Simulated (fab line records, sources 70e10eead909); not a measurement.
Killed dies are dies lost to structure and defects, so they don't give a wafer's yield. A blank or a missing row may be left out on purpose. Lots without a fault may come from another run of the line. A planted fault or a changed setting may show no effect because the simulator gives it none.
A struck lot beside a sound one | flow nand_harc | 20 steps out of a route of 1302
Sound: wafers L934.2, L934.3, L934.5. Struck: wafers L920.1, L920.2, L920.4. The cause comes at the end.
At each step with rows: each side's tool, then ch and its chambers, then its first start. Under that, the readings that differ: sound wafers | struck wafers | difference of the means | sigmas: that difference in standard deviations of wafers without a fault.
alike: readings whose means differ by less than 2 such deviations, and words and numbers that are the same on both sides. not compared: withheld readings, readings that some wafer has no value for, bounds like >300 that may hide the same value, and numbers for which the record gives no deviation and whose values overlap.
The two part at a step that has a row with sigmas, a row that says differs or no value, or rows on one side only. Numbers that don't overlap but have no deviation are shown without sigmas and don't part them. A reading that every wafer of one side lacks parts them only if that side has two wafers or more.

first, 1 step without rows for these wafers: NHARC_A_STAIRCASE_HARDBAKE_442 (time 140 s).
NHARC_A_STAIRCASE_DESCUM_443: chemistry O2, time 3 s.
  sound on rie_diel-04 ch 1,3, day 25 17:52; struck on rie_diel-04 ch 0,1,3, day 20 12:33
  alike: drypump_motor_current_A, o2_flow_sccm, oes_product_au, rf_vpp_V, showerhead_plenum_p_Torr, throttle_valve_pct
  not compared: rf_hours_counter_h
NHARC_A_STAIRCASE_ETCH_444: etches the open film in C4F8/O2, target depth 20400 nm, time 6800 s.
  sound on rie_diel-04 ch 0,1,2, day 25 17:58; struck on rie_diel-04 ch 0,1,2, day 20 12:38
  alike: oes_product_au, rf_vpp_V
  not compared: rf_hours_counter_h
NHARC_A_STAIRCASE_STRIP_446: strips in O2.
  sound on plasma_asher-02 ch 1, day 25 22:25; struck on plasma_asher-02 ch 0,1, day 20 17:05
  alike: drypump_motor_current_A, heater_power_w, rf_refl_power_W
  not compared: rf_hours_counter_h
then, 4 steps without rows for these wafers: NHARC_A_STAIRCASE_STRIP_447 (strips in SPM, time 900 s); NHARC_A_STAIRCASE_PRECLEAN_448 (cleans in SC1); NHARC_A_STAIRCASE_SRD_449; NHARC_A_STAIRCASE_CMP_450 (polishes SiO2, target thk 200 nm).
NHARC_A_STAIRCASE_CMP_152: polishes.
  sound on cmp-03 ch 1,2,3, day 25 23:15; struck on cmp-03 ch 0,1,3, day 20 17:58
  alike: motor_current_A
then, 1 step without rows for these wafers: NHARC_A_STAIRCASE_SRD_154.
NHARC_A_STAIRCASE_ETCH_403: etches SiO2 in dHF, target depth 108.2 nm.
  sound on wet_bench-05 ch 1,2,7, day 25 23:34; struck on wet_bench-09 ch 0,2,7, day 20 18:17
NHARC_A_STAIRCASE_ETCHBACK_422: etches the open film in CH3F/O2, target depth 40 nm, time 74.286 s.
  sound on rie_diel-04 ch 0,2,3, day 25 23:43; struck on rie_diel-12 ch 0,1,2, day 20 18:25
  reading               | sound          | struck         | difference | sigmas
  oes_product_au (a.u.) | 0.92 0.94 0.92 | 1.01 1.01 1.01 | +0.08      | +2
  alike: drypump_motor_current_A, o2_flow_sccm, rf_vpp_V, showerhead_plenum_p_Torr, throttle_valve_pct
  not compared: rf_hours_counter_h
then, 6 steps without rows for these wafers: NHARC_A_STAIRCASE_ETCH_423 (etches SiO2 in dHF, target depth 30 nm); NHARC_A_STAIRCASE_ETCHBACK_157 (etches the open film in CH3F/O2, target depth 90 nm, time 167.14 s); NHARC_A_STAIRCASE_STRIP_475 (strips in O2, time 20 s); NHARC_A_STAIRCASE_DEP_471 (deposits SiO2, target thk 100 nm); NHARC_A_STAIRCASE_CMP_472 (polishes SiO2); NHARC_A_STAIRCASE_SRD_474.
NHARC_A_STAIRCASE_INSPECT_155:
  sound on defect_inspect-01, day 26 01:23; struck on defect_inspect-01, day 20 19:41
  reading          | sound       | struck      | difference | sigmas
  raw_defect_count | 531 599 624 | 337 205 227 | -328       | -3
-- the record jumps here: 5 days lie between the struck wafers' starts before and after (it left off in module A_STAIRCASE and takes up again in module END, whose first step shown is number 1302 of the route) --
NHARC_END_SORT_01:
  sound on prober-01 ch 0, day 31 21:12; struck on prober-02 ch 0, day 26 01:07
  reading         | sound    | struck      | difference | sigmas
  killed_at_array | 50 67 49 | 669 672 672 | +616       | +32
  killed_dies     | 52 71 52 | 677 677 677 | +619       | +33
  alike: killed_at_other, killed_at_periphery, killed_open, killed_short

WHERE THEY PART
First at NHARC_A_STAIRCASE_ETCHBACK_422; last, within this record, at NHARC_END_SORT_01.

WHY: what the simulator had put in
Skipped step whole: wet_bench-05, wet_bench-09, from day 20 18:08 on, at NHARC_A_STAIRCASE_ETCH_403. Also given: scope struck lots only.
